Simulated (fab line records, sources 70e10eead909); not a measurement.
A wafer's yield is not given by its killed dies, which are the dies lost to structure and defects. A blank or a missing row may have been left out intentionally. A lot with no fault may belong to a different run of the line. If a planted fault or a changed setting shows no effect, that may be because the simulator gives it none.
Chamber matching ; flow nand-harc ; cmp-04 running NHARC_P_M1_CMP_23: 4 sister chambers
The step polishes, t overpolish 20 s, target thk 157.82 nm. 4 wafers are shown with their chamber, then 8 later ones without.

== EACH WAFER AND ITS CHAMBER ==
wafer;chamber;motor-current-A (A)
L484.2;3;10.8
L486.1;0;12.7
L486.2;1;10.6
L487.1;2;11.3

== WAFERS MISSING THEIR CHAMBER ==
wafer;motor-current-A (A)
L487.2;11.3
L487.3;11.6
L488.1;10.2
L488.3;12.4
L488.5;12.7
L489.2;11.3
L489.4;10.8
L489.5;11.6

== CHAMBER TAKEN BY EACH ==
wafer;from the rows above;in truth
L487.2;2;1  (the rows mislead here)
L487.3;2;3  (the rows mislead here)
L488.1;can't be placed: 1 or 3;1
L488.3;0;0
L488.5;0;0
L489.2;2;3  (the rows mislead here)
L489.4;can't be placed: 3 or 1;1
L489.5;2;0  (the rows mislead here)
Correct placement for 2 of the 8. Can't be placed from these rows: 2 (the true chamber is among the candidates in 2). 4 placed wrongly.
How it was worked out, from the rows above alone: a wafer's distance from a chamber is the root of the sum, over the readings, of the square of ((its reading less the chamber's mean) divided by the reading's scatter). If the next closest chamber is less than 2 further off than the closest, the wafer can't be placed; otherwise it belongs to the closest. Each chamber's mean is taken over the wafers shown for it. The scatter: root of mean squared gap, hidden wafer to nearest shown wafer, with one shown wafer a chamber.
